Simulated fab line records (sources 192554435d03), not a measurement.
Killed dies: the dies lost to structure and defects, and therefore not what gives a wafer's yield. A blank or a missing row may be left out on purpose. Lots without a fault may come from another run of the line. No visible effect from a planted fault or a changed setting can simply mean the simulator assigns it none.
Split-lot study -- flow n5 finfet -- 21 wafers read from 7 lots, route of 1938 steps

## THE SPLIT
At N5_DUMMY_GATE_ETCH_31 (etches SiO2 in C4F6/O2, target depth 82.5 nm, time 27.5 s), the setting target depth a was moved away from the recipe's 825 angstrom on 4 of the 21 wafers read, by -9.0% to +9.7%. All remaining wafers had this setting at the recipe value.

The split's own step is where the reading is taken.

## THE READING
SOC_of_DUMMY_GATE_COAT_34.thk nm (the simulator's own value, which no gauge read), in nm, at N5_DUMMY_GATE_ETCH_31 (etches SiO2 in C4F6/O2, target depth 82.5 nm, time 27.5 s). The file does not state a usual value for it. Here, 17 wafers ran the recipe; their average is 51.8 nm with a standard deviation of 0.2 nm.

wafer,"tool, chamber at the split","target depth a as run, angstrom",against the recipe,"SOC_of_DUMMY_GATE_COAT_34.thk nm, nm",against lot-mates on the recipe
L077.3,"rie diel-03, 2",825,recipe,51.6,-
L077.4,"rie diel-03, 3",750.9,-9.0%,52.8,+1.0
L077.5,"rie diel-03, 3",825,recipe,52,-
L079.3,"rie diel-04, 3",905,+9.7%,51,-1.0
L079.5,"rie diel-04, 2",825,recipe,52.2,-
L079.6,"rie diel-04, 1",825,recipe,51.8,-
L082.4,"rie diel-04, 2",825,recipe,51.6,-
L082.5,"rie diel-04, 2",825,recipe,51.6,-
L082.6,"rie diel-04, 1",825,recipe,51.6,-
L091.3,"rie diel-04, 2",825,recipe,51.8,-
L091.4,"rie diel-04, 3",825,recipe,52,-
L091.5,"rie diel-04, 2",825,recipe,51.8,-
L093.1,"rie diel-04, 3",825,recipe,51.6,-
L093.2,"rie diel-04, 0",825,recipe,51.6,-
L093.4,"rie diel-04, 2",825,recipe,51.8,-
L094.2,"rie diel-01, 0",825,recipe,51.8,-
L094.4,"rie diel-01, 1",825,recipe,51.8,-
L094.6,"rie diel-01, 2",825,recipe,52,-
L095.2,"rie diel-03, 1,2",788.7,-4.4%,52.2,+0.0
L095.5,"rie diel-03, 1,2",788.7,-4.4%,52.2,+0.0
L095.6,"rie diel-03, 3",825,recipe,52.2,-
The file does not say which wafer passed through which chamber wherever a row lists several chambers: such a row stands for several wafers.

FIT RESULTS
A straight line over all 21 wafers: SOC_of_DUMMY_GATE_COAT_34.thk nm changes by -0.0941 nm for each +1% of target depth a; r = -0.85; the points scatter about the line by 0.19 nm.
The same after taking each lot's own level away (the mean of its wafers on the recipe; 21 wafers): -0.0888 nm for each +1%; r = -0.86; scatter 0.17 nm.
According to that fit, moving target depth a by its largest amount changes the reading by 0.86 nm.
The lots' own levels span 51.60 to 52.20 nm, that is 3.0 times the standard deviation above.
The two slopes agree, so the slope changes little with the lot-to-lot level.
Check: with one of the wafers moved furthest among these (+9.7%) left out of the fit, the line predicts -0.777 nm for it against its lot-mates. Against them it came out at -1 nm.

## THE WHOLE CHAIN: every reading that the file lists as answering this split, in the file's order
step,what it does,reading,change (the file's fit),r (the file's)
N5_DUMMY_GATE_ETCH_31,"etches SiO2 in C4F6/O2, target depth 82.5 nm, time 27.5 s","etch.depth nm (the simulator's own value, which no gauge read)",+0.856 nm for each +1% of the setting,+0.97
N5_DUMMY_GATE_ETCH_31,"etches SiO2 in C4F6/O2, target depth 82.5 nm, time 27.5 s","SOC_of_DUMMY_GATE_COAT_34.thk nm (the simulator's own value, which no gauge read)",-0.0963 nm for each +1% of the setting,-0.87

## FILE'S OWN FIT
SOC_of_DUMMY_GATE_COAT_34.thk nm changes by -0.0963 nm for each +1% of target depth a, r = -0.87.
